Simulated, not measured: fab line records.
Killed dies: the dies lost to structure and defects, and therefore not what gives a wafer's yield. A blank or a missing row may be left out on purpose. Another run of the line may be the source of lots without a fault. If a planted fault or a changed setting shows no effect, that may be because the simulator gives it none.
fab line records ; flow nand-harc ; part 2 of 2: steps 19 to 27 of 27
record lots=5; wafers=15; last-day=30
route steps=1302 shown A_CONTACT@1040
lots with no fault: from the same line, run without faults
start-h: start of the lot's first displayed wafer, in hours after the record's first day ; wait-h: hours elapsed since this lot's preceding step ; " unchanged from the row above ; L1.1+2: a row that stands for several wafers ; - no value, or no start was given ; * or withheld: withheld ; < > ~ a bound
route shown NAME@n: names a module that has steps shown in the file, with the first one's number in the route ; usual: average and standard deviation across the fault-free wafers ; same: alike in all rows ; chamber/n: place in a boat ; sites: per-site readings ; _std_site: how widely they spread, as a standard deviation ; _edge_site: inner sites' mean taken away from outer sites' mean ; radius-mm: for every site, how far away it sits from the centre of the wafer ; mask NAME#n: copy n ; behind: tool/chamber where the wafer was last shaped ; hold: cause of the lot's hold/its duration in hours/its outcome ; device: names the non-switching transistor (n, p or np) ; end of line: the same wafers' tests at the end of the route ; step lacking rows: just its recipe ; killed: dies that structure and defects cost at the first sort, which is not the same as the wafer's yield ; map: shows each die of a wafer: x if killed, . if not, _ if none is there
set.NAME: the setting the step ran with; set.NAME@STEP: the setting that earlier step ran with ; model.NAME: the simulator's own value behind a step, which no gauge read
lots at some steps of the route; a table a step, a row a wafer
services: the hour from which a tool's chamber was out of use, counted from the record's first day as start-h (under 0 if before that day), plus the number of hours and why
## steps
# step NHARC_A_CONTACT_ETCH_97
# recipe target-depth-a=200; over-etch-frac=0.5; time-s=10; ion-energy-ev=250; c4f6-flow-sccm=25; o2-flow-sccm=20; ar-flow-sccm=500; rf-w=600; bias-w=500; chemistry=C4F6/O2
# usual drypump-motor-current-A=5.71/0.28; oes-product-au=0.959/0.028; rf-vpp-V=548/4.6; showerhead-plenum-p-Torr=3.98/0.23; throttle-valve-pct=26.904/0.0088
# same time-s=10
lot.wafer;tool;chamber;start-h;wait-h;drypump-motor-current-A;oes-product-au;rf-hours-counter-h;rf-vpp-V;showerhead-plenum-p-Torr;throttle-valve-pct
L081.2;rie-diel-12;0;-;-;5.55;0.944;20;553;4.21;26.905
L081.1;rie-diel-12;2;-;-;5.92;0.940;22;542;3.66;26.897
L081.5;rie-diel-12;3;-;-;5.43;1.034;-;552;4.09;26.893
L086.4;rie-diel-12;2;-;-;5.90;0.956;29;540;3.66;26.901
L086.5;rie-diel-12;1;-;-;6.00;0.948;-;541;3.64;26.921
L086.6;rie-diel-12;2;-;-;5.92;0.934;-;540;3.66;26.899
L085.1;rie-diel-10;0;-;-;6.14;0.980;2;553;4.23;26.908
L085.4;rie-diel-10;1;-;-;5.20;1.000;2;549;4.01;26.900
L085.6;rie-diel-10;3;-;-;6.10;0.992;-;544;3.87;26.902
L090.2;rie-diel-12;2;-;-;5.92;0.946;3;542;3.66;26.908
L090.4;rie-diel-12;3;-;-;5.43;0.984;5;550;4.08;26.898
L090.5;rie-diel-12;1;-;-;6.04;0.925;-;554;4.22;26.912
L091.3;rie-diel-12;1;-;-;6.06;0.944;4;551;4.22;26.920
L091.4;rie-diel-12;2;-;-;5.90;0.943;3;543;3.65;26.897
L091.2;rie-diel-12;3;-;-;5.46;0.964;5;551;4.08;26.907
# step NHARC_A_CONTACT_CD_MEAS_80
# usual cd-nm=289.3/0.79
lot.wafer;tool;chamber;start-h;wait-h;cd-nm
L081.1;cd-sem-03;-;573.78;-;290.6
L081.2;cd-sem-03;-;573.78;-;290.1
L081.5;cd-sem-03;-;573.78;-;290.3
L086.4;cd-sem-03;-;612.33;-;288.1
L086.5;cd-sem-03;-;612.33;-;289.2
L086.6;cd-sem-03;-;612.33;-;288.1
L085.1;cd-sem-01;-;613.62;-;289.5
L085.4;cd-sem-01;-;613.62;-;289.3
L085.6;cd-sem-01;-;613.62;-;289.2
L090.2;cd-sem-01;-;657.76;-;289.4
L090.4;cd-sem-01;-;657.76;-;290.7
L090.5;cd-sem-01;-;657.76;-;290.0
L091.2;cd-sem-02;-;658.24;-;290.4
L091.3;cd-sem-02;-;658.24;-;289.9
L091.4;cd-sem-02;-;658.24;-;290.3
# step NHARC_A_CONTACT_STRIP_103
# recipe n2-flow-sccm=150; h2-flow-sccm=150; ar-flow-sccm=0; bias-w=0; chemistry=N2/H2
lot.wafer;tool;chamber;start-h;wait-h
L081.1+2+5;rie-diel-12;2,0,1;573.87;0.1
L086.4+6+5;rie-diel-12;2,3,0;612.44;0.1
L085.4+1+6;rie-diel-05;3,2,0;613.70;0.1
L090.4+2+5;rie-diel-12;3,0,3;657.83;0.1
L091.2+3+4;rie-diel-05;2,3,0;658.31;0.1
# step NHARC_A_CONTACT_STRIP_104
# recipe cf4-flow-sccm=100; chf3-flow-sccm=30; ar-flow-sccm=0; bias-w=0; chemistry=CF4/CHF3
lot.wafer;tool;chamber;start-h;wait-h
L081.2+1+5;rie-diel-12;2,3,1;573.96;0.1
L086.4+5+6;rie-diel-12;3,2,3;612.79;0.3
L085.4+1+6;rie-diel-05;2,0,2;613.79;0.1
L090.4+2+5;rie-diel-12;2,1,2;657.93;0.1
L091.3+4+2;rie-diel-05;2,3,0;658.41;0.1
# step NHARC_A_CONTACT_STRIP_105
# recipe o2-flow-sccm=400; cos-flow-sccm=20; ar-flow-sccm=0; bias-w=0; chemistry=O2/COS
lot.wafer;tool;chamber;start-h;wait-h
L081.1+2+5;rie-diel-12;0,1,3;574.02;0.1
L086.4+6+5;rie-diel-12;3,3,0;612.85;0.1
L085.1+4+6;rie-diel-05;3,0,2;613.86;0.1
L090.4+2+5;rie-diel-12;1,2,2;657.99;0.1
L091.3+4+2;rie-diel-05;2,3,1;658.47;0.1
# step NHARC_A_CONTACT_ETCH_106
# recipe target-depth-a=900; overetch-a=90; time-s=49.5; ion-energy-ev=100; cf4-flow-sccm=80; o2-flow-sccm=20; ar-flow-sccm=0; rf-w=300; bias-w=100; chemistry=CF4/O2
# usual drypump-motor-current-A=5.70/0.29; oes-product-au=0.998/0.016; rf-vpp-V=198.3/1.8; showerhead-plenum-p-Torr=1.35/0.08; throttle-valve-pct=13.397/0.0085
# same time-s=49.5
lot.wafer;tool;chamber;start-h;wait-h;drypump-motor-current-A;oes-product-au;rf-hours-counter-h;rf-vpp-V;showerhead-plenum-p-Torr;throttle-valve-pct
L081.2;rie-diel-12;0;574.08;0.1;5.54;1.009;20;200.5;1.44;13.390
L081.1;rie-diel-12;3;574.08;0.1;5.47;1.019;23;196.9;1.40;13.387
L081.5;rie-diel-12;0;574.08;0.1;5.55;1.010;-;199.4;1.44;13.398
L086.4;rie-diel-12;0;612.91;0.1;5.54;0.986;27;199.2;1.44;13.392
L086.5;rie-diel-12;0;612.91;0.1;5.53;0.997;-;200.8;1.44;13.409
L086.6;rie-diel-12;1;612.91;0.1;6.05;0.989;-;195.6;1.23;13.395
L085.1;rie-diel-05;3;613.92;0.1;5.67;0.988;7;200.2;1.42;13.395
L085.4;rie-diel-05;0;613.92;0.1;5.76;1.001;6;199.7;1.34;13.388
L085.6;rie-diel-05;3;613.92;0.1;5.67;0.982;-;200.1;1.42;13.401
L090.4;rie-diel-12;3;658.11;0.1;5.42;1.018;5;199.4;1.39;13.393
L090.2;rie-diel-12;0;658.11;0.1;5.55;0.994;4;200.0;1.44;13.392
L090.5;rie-diel-12;2;658.11;0.1;5.86;0.987;-;196.4;1.24;13.390
L091.2;rie-diel-05;2;658.53;0.1;5.54;1.022;22;197.8;1.29;13.389
L091.4;rie-diel-05;3;658.53;0.1;5.63;0.996;25;197.8;1.41;13.398
L091.3;rie-diel-05;0;658.53;0.1;5.77;0.990;23;197.3;1.34;13.411
# step NHARC_A_CONTACT_STRIP_82
# recipe o2-flow-sccm=500; ar-flow-sccm=0; bias-w=0; chemistry=O2
# usual drypump-motor-current-A=5.69/0.28; oes-product-au=0.998/0.015; rf-vpp-V=57.8/0.89; showerhead-plenum-p-Torr=3.56/0.2; throttle-valve-pct=17.036/0.0095
lot.wafer;tool;chamber;start-h;wait-h;drypump-motor-current-A;oes-product-au;rf-hours-counter-h;rf-vpp-V;showerhead-plenum-p-Torr;throttle-valve-pct
L081.2;rie-diel-12;0;-;-;5.55;1.000;20;59.3;3.80;17.030
L081.1;rie-diel-12;2;-;-;5.92;0.981;22;56.9;3.29;17.046
L081.5;rie-diel-12;3;-;-;5.45;1.030;-;57.8;3.68;17.027
L086.4;rie-diel-12;3;-;-;5.45;1.010;30;58.0;3.68;17.036
L086.6;rie-diel-12;0;-;-;5.56;1.002;-;58.0;3.79;17.041
L086.5;rie-diel-12;1;-;-;6.07;0.998;-;57.2;3.27;17.023
L085.1;rie-diel-05;3;-;-;5.70;0.988;7;59.3;3.74;17.044
L085.4;rie-diel-05;1;-;-;5.13;0.982;4;57.3;3.40;17.029
L085.6;rie-diel-05;3;-;-;5.67;0.988;-;59.2;3.74;17.053
L090.4;rie-diel-12;1;-;-;6.06;0.976;4;57.5;3.81;17.048
L090.2;rie-diel-12;2;-;-;5.88;0.991;3;56.9;3.28;17.036
L090.5;rie-diel-12;1;-;-;6.08;0.975;-;59.1;3.81;17.038
L091.3;rie-diel-05;2;-;-;5.52;1.024;22;57.1;3.42;17.037
L091.2;rie-diel-05;3;-;-;5.69;1.000;25;57.6;3.73;17.048
L091.4;rie-diel-05;1;-;-;5.12;0.982;24;57.0;3.39;17.031
# step NHARC_A_CONTACT_STRIP_83
# recipe time-s=600; temp-c=30; chemistry=post-etch-residue-remover
# same time-s=600
lot.wafer;tool;chamber;start-h;wait-h
L081.5+1+2;wet-bench-04;3,5,7;574.47;-
L086.4+5+6;wet-bench-04;1,2,4;613.30;-
L085.6+4+1;wet-bench-04;3,5,7;614.31;-
L090.2+5+4;wet-bench-04;6,0,1;658.49;-
L091.3+4+2;wet-bench-03;4,7,1;658.92;-
# step NHARC_A_CONTACT_DEP_84
# recipe target-thk-a=28000; temp-c=400; material=aC
# usual throttle-valve-pct=35.000/0.0091
lot.wafer;tool;chamber;start-h;wait-h;throttle-valve-pct
L081.1;acl-dep-02;0;575.22;-;35.011
L081.2;acl-dep-02;0;575.22;-;34.994
L081.5;acl-dep-02;0;575.22;-;35.013
L086.4;acl-dep-01;0;614.42;-;34.985
L086.5;acl-dep-01;0;614.42;-;34.999
L086.6;acl-dep-01;0;614.42;-;34.991
L085.1;acl-dep-03;0;614.57;-;34.984
L085.4;acl-dep-03;0;614.57;-;35.009
L085.6;acl-dep-03;0;614.57;-;35.010
L090.2;acl-dep-01;0;659.05;-;35.009
L090.4;acl-dep-01;0;659.05;-;35.004
L090.5;acl-dep-01;0;659.05;-;34.987
L091.2;acl-dep-03;0;659.47;-;34.994
L091.3;acl-dep-03;0;659.47;-;35.000
L091.4;acl-dep-03;0;659.47;-;35.022
## services
tool;chamber;start-h;hours;kind
acl-dep-01;-;549.46;13.0;pm
rie-diel-12;0;552.41;-;clean
rie-diel-12;1;552.41;-;clean
rie-diel-12;2;552.41;-;clean
rie-diel-12;3;552.41;-;clean
har-cap-etch-03;-;556.03;13.1;repair
rie-diel-05;-;561.39;0.7;repair
wet-bench-03;-;562.40;8.0;pm
rie-diel-05;1;576.02;10.6;repair
rie-diel-12;0;576.91;-;clean
rie-diel-12;1;576.91;-;clean
rie-diel-12;2;576.91;-;clean
rie-diel-12;3;576.91;-;clean
wet-bench-04;-;579.20;8.0;pm
rie-diel-05;-;587.51;9.0;pm
rie-diel-10;-;598.86;9.0;pm
rie-diel-12;0;601.41;-;clean
rie-diel-12;1;601.41;-;clean
acl-dep-02;-;608.50;13.0;pm
wet-bench-03;-;613.70;6.1;repair
rie-diel-12;-;622.40;9.0;pm
rie-diel-05;-;622.42;1.1;repair
rie-diel-12;2;632.62;14.1;repair
rie-diel-10;0;635.75;1.2;repair
